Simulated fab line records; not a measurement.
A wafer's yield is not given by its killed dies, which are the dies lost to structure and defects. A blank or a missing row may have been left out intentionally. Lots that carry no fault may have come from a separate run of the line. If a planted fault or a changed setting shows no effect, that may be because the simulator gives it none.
Which tool is to blame? ; flow nand_harc ; 13 lots with 39 wafers sampled at 4 steps, on a route of 1159 steps

## WHAT THE GAUGES READ, wafer by wafer
Not one reading of a measure or inspect step in the record can be checked against a usual standard deviation.

## WHAT TOOL EACH LOT RAN ON (gives the tool, then ch and the chambers of the sampled wafers, and finally the start)
lot;NHARC_A_CONTACT_ETCH_138;NHARC_A_CONTACT_ETCH_110;NHARC_A_CONTACT_ALD_18;NHARC_A_BLC_SOFTBAKE_05
L802;har_cap_etch-01 ch 0,1, day 16 23:19;rie_diel-02 ch 1,2,3, day 17 00:25;ald_metal-03 ch 1,2,3, day 17 01:04;litho_track-04 ch 0, day 17 06:00
L805;har_cap_etch-01 ch 0,1, day 17 01:37;rie_diel-03 ch 0,1,3, day 17 02:59;ald_metal-03 ch 0,2,3, day 17 03:38;litho_track-06 ch 0, day 17 13:00
L806;har_cap_etch-01 ch 0, day 18 02:23;rie_diel-11 ch 0,3, day 18 04:58;ald_metal-03 ch 0,1,2, day 18 05:43;litho_track-06 ch 0, day 18 10:00
L808;har_cap_etch-02 ch 0,1, day 18 07:44;rie_diel-11 ch 1,2,3, day 18 08:47;ald_metal-04 ch 0,1,3, day 18 09:26;litho_track-04 ch 0, day 18 11:00
L807;har_cap_etch-01 ch 0,1, day 18 09:04;rie_diel-02 ch 0,3, day 18 10:07;ald_metal-02 ch 0,1,3, day 18 10:52;litho_track-06 ch 0, day 18 12:00
L810;har_cap_etch-03 ch 0,1, day 19 05:49;rie_diel-03 ch 1,2, day 19 07:07;ald_metal-02 ch 2,3, day 19 09:10;litho_track-06 ch 0, day 19 12:00
L811;har_cap_etch-03 ch 0,1, day 19 09:44;rie_diel-02 ch 0,2,3, day 19 10:50;ald_metal-04 ch 0,3, day 19 11:33;litho_track-04 ch 0, day 19 13:00
L812;har_cap_etch-03 ch 0,1, day 19 18:05;rie_diel-03 ch 2,3, day 19 19:13;ald_metal-04 ch 1,2,3, day 19 19:53;litho_track-06 ch 0, day 19 21:00
L816;har_cap_etch-02 ch 0,1, day 20 22:49;rie_diel-11 ch 0,1,3, day 21 00:12;ald_metal-03 ch 0,1,2, day 21 01:01;litho_track-04 ch 0, day 21 05:00
L821;har_cap_etch-01 ch 0,1, day 21 10:43;rie_diel-02 ch 0,2, day 21 11:59;ald_metal-02 ch 0,1,2, day 21 12:39;litho_track-04 ch 0, day 21 18:00
L823;har_cap_etch-03 ch 0,1, day 22 16:56;rie_diel-11 ch 1,2, day 22 17:55;ald_metal-03 ch 0,3, day 22 18:34;litho_track-01 ch 0, day 22 20:00
L824;har_cap_etch-02 ch 0,1, day 22 17:01;rie_diel-02 ch 0,1,2, day 22 18:04;ald_metal-04 ch 0,2,3, day 22 18:44;litho_track-01 ch 0, day 22 20:00
L825;har_cap_etch-02 ch 0,1, day 22 19:56;rie_diel-03 ch 0,1,3, day 22 20:59;ald_metal-03 ch 1,2,3, day 22 21:37;litho_track-01 ch 0, day 23 02:00
- NHARC_A_CONTACT_ETCH_138: etches the open film in C4F8/O2/Ar, time 132 s, target depth 1289 nm.
- NHARC_A_CONTACT_ETCH_110: etches the open film in CF4/O2, target depth 50 nm, overetch 5 nm, time 27.5 s.
- NHARC_A_CONTACT_ALD_18: deposits TiN, target thk 3 nm, pulse time 1 s, ald cycles 150.
- NHARC_A_BLC_SOFTBAKE_05: time 55 s.

## AS READ BY THE TOOLS THEMSELVES (means over the sampled wafers that have a number; for cases with no such wafer, the mark the record gives instead)
NHARC_A_CONTACT_ETCH_110. Usual: drypump_motor_current_A 5.6 A, standard deviation 0.58; oes_f_703_au 1.000 a.u., standard deviation 0.0043; oes_product_au 1.000 a.u., standard deviation 0.0097; rf_vpp_V 197.6 V, standard deviation 1.2; showerhead_plenum_p_Torr 1.33 Torr, standard deviation 0.043; throttle_valve_pct 13.396 %, standard deviation 0.0088.
lot;tool;drypump_motor_current_A (A);oes_f_703_au (a.u.);oes_product_au (a.u.);rf_vpp_V (V);showerhead_plenum_p_Torr (Torr);throttle_valve_pct (%);flag
L802;rie_diel-02;5.4;1.000;0.997;197.5;1.31;13.393;
L805;rie_diel-03;5.8;1.000;1.011;198.1;1.35;13.392;
L806;rie_diel-11;5.9;0.999;0.992;197.0;1.29;13.408;
L808;rie_diel-11;5.8;1.003;0.991;197.2;1.30;13.391;
L807;rie_diel-02;5.4;1.003;0.990;197.6;1.32;13.407;
L810;rie_diel-03;5.4;1.002;1.003;199.6;1.39;13.394;
L811;rie_diel-02;5.2;0.999;0.993;197.3;1.32;13.403;
L812;rie_diel-03;6.3;0.995;0.996;197.3;1.34;13.394;
L816;rie_diel-11;5.9;1.001;0.995;196.9;1.31;13.400;
L821;rie_diel-02;4.9;0.996;1.013;197.6;1.35;13.396;
L823;rie_diel-11;6.1;1.001;0.984;197.5;1.31;13.395;
L824;rie_diel-02;5.1;1.000;1.000;197.0;1.33;13.388;
L825;rie_diel-03;5.7;1.002;1.003;198.5;1.34;13.411;

NHARC_A_CONTACT_ALD_18. Usual: heater_power_w 1066 W, standard deviation 120; precursor_pulse_height_rel 0.997, standard deviation 0.02.
lot;tool;heater_power_w (W);precursor_pulse_height_rel;flag
L802;ald_metal-03;971;0.984;
L805;ald_metal-03;990;0.983;
L806;ald_metal-03;1043;1.004;
L808;ald_metal-04;1107;1.007;
L807;ald_metal-02;1144;1.002;
L810;ald_metal-02;1091;0.966;
L811;ald_metal-04;1242;1.001;
L812;ald_metal-04;1064;1.004;
L816;ald_metal-03;1043;1.011;
L821;ald_metal-02;1163;1.005;
L823;ald_metal-03;953;1.017;
L824;ald_metal-04;1170;0.997;
L825;ald_metal-03;954;0.988;

NHARC_A_BLC_SOFTBAKE_05. Usual: heater_power_total_W at 188.45 W, with a standard deviation of 0.12.
lot;tool;heater_power_total_W (W);flag
L802;litho_track-04;188.39;
L805;litho_track-06;188.35;
L806;litho_track-06;188.43;
L808;litho_track-04;188.39;
L807;litho_track-06;188.39;
L810;litho_track-06;188.36;
L811;litho_track-04;188.51;
L812;litho_track-06;188.51;
L816;litho_track-04;202.15;OFF
L821;litho_track-04;202.43;OFF
L823;litho_track-01;188.37;
L824;litho_track-01;188.40;
L825;litho_track-01;188.45;

## THE ANSWER, worked out from the rows above alone
Rule: a lot is off if the mean of its wafers that have a number lies more than 3 standard deviations from the usual mean. A lot without any number at a reading at which 4 lots or more have one is off too. Where the step has rows for the other lots, those lots are counted as sound. First the gauges in route order, then the tools' own readings, where a lot's mean is used as printed above. The first step at which some lot is off is used, and at that step the reading that is off furthest; a lot without a number counts as furthest.
Off at NHARC_A_BLC_SOFTBAKE_05 (heater_power_total_W): L816, L821.
If a tool, at that step or one of the process steps before it, ran each lot that is off and ran no sound lot following the first of them, it fits. One fits: litho_track-04 at NHARC_A_BLC_SOFTBAKE_05. Its last sound lot is L811 (day 19 13:00), its first lot that is off L816 (day 21 05:00): a fault that began between those two fits.
The tool's own readings at NHARC_A_BLC_SOFTBAKE_05 bear it out: on the lots that are off they differ by more than 5 times the standard deviation of the sound lots' means. heater_power_total_W reads 202.29 W there against 188.41 W on the sound lots.

## WHAT HAD BEEN PUT IN BY THE SIMULATOR
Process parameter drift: litho_track-04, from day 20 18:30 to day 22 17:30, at NHARC_A_BLC_SOFTBAKE_05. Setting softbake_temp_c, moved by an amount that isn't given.
Shown lots that were struck: L816, L821. The same result came from the rule above.
